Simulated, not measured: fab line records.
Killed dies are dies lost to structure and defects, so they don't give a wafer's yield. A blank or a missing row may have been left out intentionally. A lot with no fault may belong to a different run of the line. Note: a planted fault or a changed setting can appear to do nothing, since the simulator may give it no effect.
Struck lot and sound lot, side by side / flow n5 finfet / 38 steps out of a route of 1938
Sound: the wafers L992.2, L992.5, L992.6. Wafers L980.4, L980.5 were the ones struck. Last of all comes the cause.
For every step that has rows: the tool of each side, followed by ch and its chambers, followed by its first start. Under that, the readings that differ: sound wafers / struck wafers / difference of the means / sigmas: that difference in standard deviations of wafers without a fault.
alike: readings whose means differ by less than 2 such deviations, and words and numbers that are the same on both sides. not compared: withheld readings, readings that some wafer has no value for, bounds like >300 that may hide the same value, and numbers for which the record gives no deviation and whose values overlap.
A row with sigmas, a row that says differs or no value, or rows on one side alone: a step with any of these is where the two part. Numbers that have no deviation but don't overlap get no sigmas and don't part them. Lack of a reading on every wafer of one side parts them only where that side has two or more wafers.

first, 9 steps without rows for these wafers: N5_BEOL_M1_ANNEAL_95 (time 240 s); N5_BEOL_M1_SPUTTER_96 (material Cu, target thk 4.5 nm, time 8.29 s); N5_BEOL_M1_ECD_50 (material Cu, target thk 300 nm); N5_BEOL_M1_ANNEAL_51 (time 90 s); N5_BEOL_M1_CMP_52 (polishes, stops on SiOC, t overpolish 6.8 s, target thk 40 nm); N5_BEOL_M1_PRE_CLEAN_60 (time 15 s); N5_BEOL_M1_CO_CAP_55 (material Co, precursor CCTBA/H2, target thk 2 nm, time 102.1 s); N5_BEOL_M1_PRE_CLEAN_56 (time 15 s); N5_BEOL_M1_DEP_57 (deposits SiCN from 3MS/NH3, target thk 8 nm, time 14 s).
N5_BEOL_M2_ILD_DEP_00: deposits SiOC from DEMS/O2, target thk 79 nm, time 15.3 s.
  sound on pecvd-03 ch 0,1, day 11 20:09; struck on pecvd-03 ch 0,2, day 8 18:47
reading=model.SiOC_of_BEOL_M2_ILD_DEP_00.thk nm (nm); sound=78.4 79 79.6; struck=124.4 124.4; difference=+45.4; sigmas=
  alike: heater power w, showerhead plenum p Torr, throttle valve pct
N5_BEOL_M2_THK_MEAS_01:
  struck on film metro-02, day 8 18:51; sound on film metro-02, day 11 20:13
reading=M2_ILD_THK (nm); sound=78.4 79.1 79.6; struck=124.3 124.3; difference=+45.3; sigmas=+46
then, 24 steps without rows for these wafers: N5_BEOL_M2_PECVD_72 (deposits SiO2 from TEOS/O2, target thk 16 nm, time 18 s); N5_BEOL_M2_HM_DEP_02 (deposits TiN, target thk 20 nm); N5_BEOL_M2_COAT_61 (time 60 s, resist thk 60 nm); N5_BEOL_M2_COAT_62 (time 60 s, resist thk 12 nm); N5_BEOL_M2_COAT_73 (time 60 s, resist thk 5 nm); N5_BEOL_M2_COAT_05 (resist thk 30 nm); N5_BEOL_M2_EBR_07; N5_BEOL_M2_SOFTBAKE_06 (time 60 s); N5_BEOL_M2_EXPOSE_08 (exposes mask M2); N5_BEOL_M2_PEB_09 (peb time 60 s); N5_BEOL_M2_DEVELOP_10 (develop time 30 s); N5_BEOL_M2_DESCUM_16 (chemistry O2, time 7 s); N5_BEOL_M2_ETCH_74 (etches underlayer in N2/H2, target depth 6.5 nm, time 5.2 s); N5_BEOL_M2_ETCH_63 (etches SiARC in CF4, target depth 15.6 nm, time 26 s); N5_BEOL_M2_ETCH_64 (etches SOC in N2/H2, target depth 75 nm, overetch 22.5 nm, time 121.9 s); N5_BEOL_M2_STRIP_65 (strips in N2/H2); N5_BEOL_M2_STRIP_75 (strips in N2/H2); N5_BEOL_M2_STRIP_66 (strips in CF4); N5_BEOL_M2_HM_OPEN_17 (chemistry Cl2/BCl3, target TiN, target depth 20 nm, overetch 6 nm); N5_BEOL_M2_STRIP_19 (strips in O2); N5_BEOL_M2_COAT_67 (time 60 s, resist thk 60 nm); N5_BEOL_M2_COAT_68 (time 60 s, resist thk 12 nm); N5_BEOL_M2_COAT_76 (time 60 s, resist thk 5 nm); N5_BEOL_M2_COAT_22 (resist thk 30 nm).
N5_BEOL_M2_CMP_52: polishes, stops on SiOC, t overpolish 6.8 s, target thk 40 nm.
  sound on cmp-04 ch 0,1, day 12 17:09; struck on cmp-03 ch 2, day 9 03:28
reading=model.SiOC_of_BEOL_M2_ILD_DEP_00.thk nm (nm); sound=75.4 76 76.6; struck=121.4 121.4; difference=+45.4; sigmas=
  alike: clearing platen down force psi, motor current A, slurry filter dp kPa
  not compared: pad life wafers
N5_BEOL_M4_RC_MEAS_101:
  the record has rows for the sound wafers here (prober-01 ch 0, day 13 13:18) and none for the struck ones
-- a jump in the record: the struck wafers' starts before and after are 5 days apart (it breaks off in module BEOL_M4 and resumes in module PASSIVATION, where the first step shown is number 1936 of the route) --
N5_PASSIVATION_PROBE_49:
  record: rows for the struck wafers here (prober-02, day 13 22:46), none for the sound ones

== WHERE THEY PART ==
First at N5_BEOL_M2_THK_MEAS_01; last, within this record, at N5_PASSIVATION_PROBE_49.

WHY: what the simulator had put in
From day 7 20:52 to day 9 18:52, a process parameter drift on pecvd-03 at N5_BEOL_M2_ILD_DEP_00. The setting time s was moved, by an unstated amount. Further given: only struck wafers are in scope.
